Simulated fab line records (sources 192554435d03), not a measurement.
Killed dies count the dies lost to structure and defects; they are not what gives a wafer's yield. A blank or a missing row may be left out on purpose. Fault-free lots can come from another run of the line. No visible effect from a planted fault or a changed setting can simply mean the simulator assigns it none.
Split-lot experiment | flow n5_finfet | 7 lots, 21 wafers read, on a route of 1938 steps

== THE SPLIT ITSELF ==
At N5_PASSIVATION_EXPOSE_27 (exposes mask PAD, defocus 0 nm), the setting dose_mj was moved away from the recipe's 32.3 on 8 of the 21 wafers read, by -7.5% to -3.5%. All remaining wafers had this setting at the recipe value.

== FROM THE SPLIT TO THE READING: what the file shows between them, 3 steps ==
- N5_PASSIVATION_PEB_28 (also split here: peb_time_s)
- N5_PASSIVATION_DEVELOP_29: develop time 60 s
- N5_PASSIVATION_HARDBAKE_31: time 120 s

== THE READING ==
cd_nm (nm) at N5_PASSIVATION_CD_MEAS_30, where the cd target is 4000 nm. Fault-free wafers of this fab line usually give 4000.7 nm, standard deviation 2.3 nm.

wafer  | tool, chamber at the split | dose_mj as run | against the recipe | cd_nm, nm | against lot-mates on the recipe
L076.1 | krf_scanner-02, 0          | 32.3           | recipe             | 4001.2    | -
L076.4 | krf_scanner-02, 0          | 30.45          | -5.7%              | 3994.9    | -6.3
L076.6 | krf_scanner-02, 0          | 30.45          | -5.7%              | 3995.0    | -6.2
L079.2 | krf_scanner-01, 0          | 32.3           | recipe             | 4000.6    | -
L079.3 | krf_scanner-01, 0          | 32.3           | recipe             | 4001.8    | -
L079.6 | krf_scanner-01, 0          | 32.3           | recipe             | 3997.6    | -
L081.3 | krf_scanner-01, 0          | 32.3           | recipe             | 4000.1    | -
L081.4 | krf_scanner-01, 0          | 30.5           | -5.6%              | 3987.1    | -13.0
L081.5 | krf_scanner-01, 0          | 30.5           | -5.6%              | 3992.0    | -8.1
L083.1 | krf_scanner-01, 0          | 29.89          | -7.5%              | 3980.8    | -12.6
L083.3 | krf_scanner-01, 0          | 32.3           | recipe             | 3993.4    | -
L083.6 | krf_scanner-01, 0          | 29.89          | -7.5%              | 3980.5    | -12.9
L086.1 | krf_scanner-01, 0          | 31.16          | -3.5%              | 3993.7    | -10.3
L086.2 | krf_scanner-01, 0          | 31.16          | -3.5%              | 3997.6    | -6.4
L086.3 | krf_scanner-01, 0          | 32.3           | recipe             | 4004.0    | -
L088.4 | krf_scanner-02, 0          | 32.3           | recipe             | 3997.2    | -
L088.5 | krf_scanner-02, 0          | 32.3           | recipe             | 3998.7    | -
L088.6 | krf_scanner-02, 0          | 32.3           | recipe             | 3999.3    | -
L089.1 | krf_scanner-02, 0          | 32.3           | recipe             | 3999.6    | -
L089.2 | krf_scanner-02, 0          | 32.3           | recipe             | 3993.4    | -
L089.6 | krf_scanner-02, 0          | 32.3           | recipe             | 3996.3    | -

THE FIT
A straight line over all 21 wafers: cd_nm changes by +1.72 nm for each +1% of dose_mj; r = +0.80; the points scatter about the line by 3.8 nm.
The same after taking each lot's own level away (the mean of its wafers on the recipe; 21 wafers): +1.64 nm for each +1%; r = +0.92; scatter 2.1 nm.
Per that fit: largest dose_mj move, reading shift of 12 nm.
Across the lots, their own levels run from 3993.40 to 4004.00 nm, a range of 4.6 times the standard deviation given above.
Hence the lot-to-lot level has little effect on the slope; both slopes agree.
Check: for one of the wafers moved furthest among these (-7.5%), held out of the fit, the line's prediction against its lot-mates is -12.3 nm. Against them it came out at -12.6 nm.

== OTHER SPLITS ON THESE WAFERS ==
These wafers also went through other splits before the reading. Each is held against what the fit with the lots' levels taken away leaves over:
other split on the same wafers   | wafers away from the commonest value | r with cd_nm (lot level and that fit taken away)
N5_BEOL_M13_SPUTTER_44 power_w   | 2                                    | +0.47
N5_BEOL_M14_DEP_53 time_s        | 7                                    | +0.12
N5_BEOL_M15_EXPOSE_25 dose_mj    | 6                                    | -0.05
N5_BEOL_M15_ETCH_61 time_s       | 7                                    | -0.06
N5_PASSIVATION_PEB_28 peb_time_s | as run: not given for these wafers   | -

== FILE'S OWN FIT ==
cd_nm changes by +1.66 nm for each +1% of dose_mj, r = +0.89.
